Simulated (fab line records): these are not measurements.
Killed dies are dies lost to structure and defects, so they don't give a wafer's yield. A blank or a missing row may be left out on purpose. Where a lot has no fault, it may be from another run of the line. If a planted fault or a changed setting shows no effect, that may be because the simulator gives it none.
Check for tools in common :: flow nand harc :: 6 wafers sampled across 2 lots

REASON IT WAS OPENED
On 2 of the 2 lots, a flag is raised at NHARC_END_SORT_01 on the reading killed at periphery. Wafers without a fault read 3.9, standard deviation 2.7.
Rule: a lot is flagged in two cases, either no wafer of it has a number, or all its wafers with numbers fall more than 4 standard deviations from that mean. The rest of the lots are taken to be sound.

lot: L742
measured: day 28 06:49
on: prober-02
killed at periphery, wafer by wafer: 617 627 620
flag: FLAGGED

lot: L744
measured: day 28 22:32
on: prober-01
killed at periphery, wafer by wafer: 626 610 625
flag: FLAGGED
Flagged lots average 620.8: +616.9 relative to the usual, that is +99 or more standard deviations.

WHICH TOOL EACH LOT WENT THROUGH
2 process steps preceding the reading are held in the record, out of 1302 steps in the route. Read each cell as the tool, then ch plus the chambers that the sampled wafers visited, then the start.
lot: L742
flag: FLAGGED
NHARC_P_ZERO_WELL_EXPOSE_21: krf scanner-01 ch 0, day 5 16:11
NHARC_A_BONDPAD_ETCH_12: rie diel-02 ch 0,1, day 26 23:02 or earlier

lot: L744
flag: FLAGGED
NHARC_P_ZERO_WELL_EXPOSE_21: krf scanner-01 ch 0, day 6 12:28
NHARC_A_BONDPAD_ETCH_12: rie diel-11 ch 0,1,3, day 27 16:53 or earlier
What the steps here do:
- NHARC_P_ZERO_WELL_EXPOSE_21: exposes mask P NWELL, target cd 720 nm.
- NHARC_A_BONDPAD_ETCH_12: etches the open film in CHF3/O2, target depth 220 nm, time 110 s.
- NHARC_END_SORT_01

FLAGGED OVER TOTAL, TOOL BY TOOL (the gauges that took the reading come last)
step: NHARC_P_ZERO_WELL_EXPOSE_21
tool: krf scanner-01
lots run: 2
flagged: 2
share of the flagged lots: all
sound lots run after its first flagged lot: 0

step: NHARC_A_BONDPAD_ETCH_12
tool: rie diel-02
lots run: 1
flagged: 1
share of the flagged lots: some
sound lots run after its first flagged lot: 0

step: NHARC_A_BONDPAD_ETCH_12
tool: rie diel-11
lots run: 1
flagged: 1
share of the flagged lots: some
sound lots run after its first flagged lot: 0

step: NHARC_END_SORT_01
tool: prober-01
lots run: 1
flagged: 1
share of the flagged lots: some
sound lots run after its first flagged lot: 0

step: NHARC_END_SORT_01
tool: prober-02
lots run: 1
flagged: 1
share of the flagged lots: some
sound lots run after its first flagged lot: 0
NHARC_A_BONDPAD_ETCH_12 gives no start for some lots, so the hours and the order of its lots are those of NHARC_A_BONDPAD_THK_MEAS_20.

WHAT THE TABLE PERMITS
1 row of the table ran every flagged lot: krf scanner-01 at NHARC_P_ZERO_WELL_EXPOSE_21.
- krf scanner-01 at NHARC_P_ZERO_WELL_EXPOSE_21: 2 of its 2 lots flagged. The start can't be narrowed down: in this sample, it ran no sound lot prior to its first flagged lot.
Just one tool remains: krf scanner-01 at NHARC_P_ZERO_WELL_EXPOSE_21.

WHAT HAD BEEN PUT IN BY THE SIMULATOR
Scanner matching overlay: krf scanner-01, from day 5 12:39 on, at NHARC_P_ZERO_WELL_EXPOSE_21. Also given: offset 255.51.
Struck lots among those shown: L742, L744. The rule above reached the same finding.
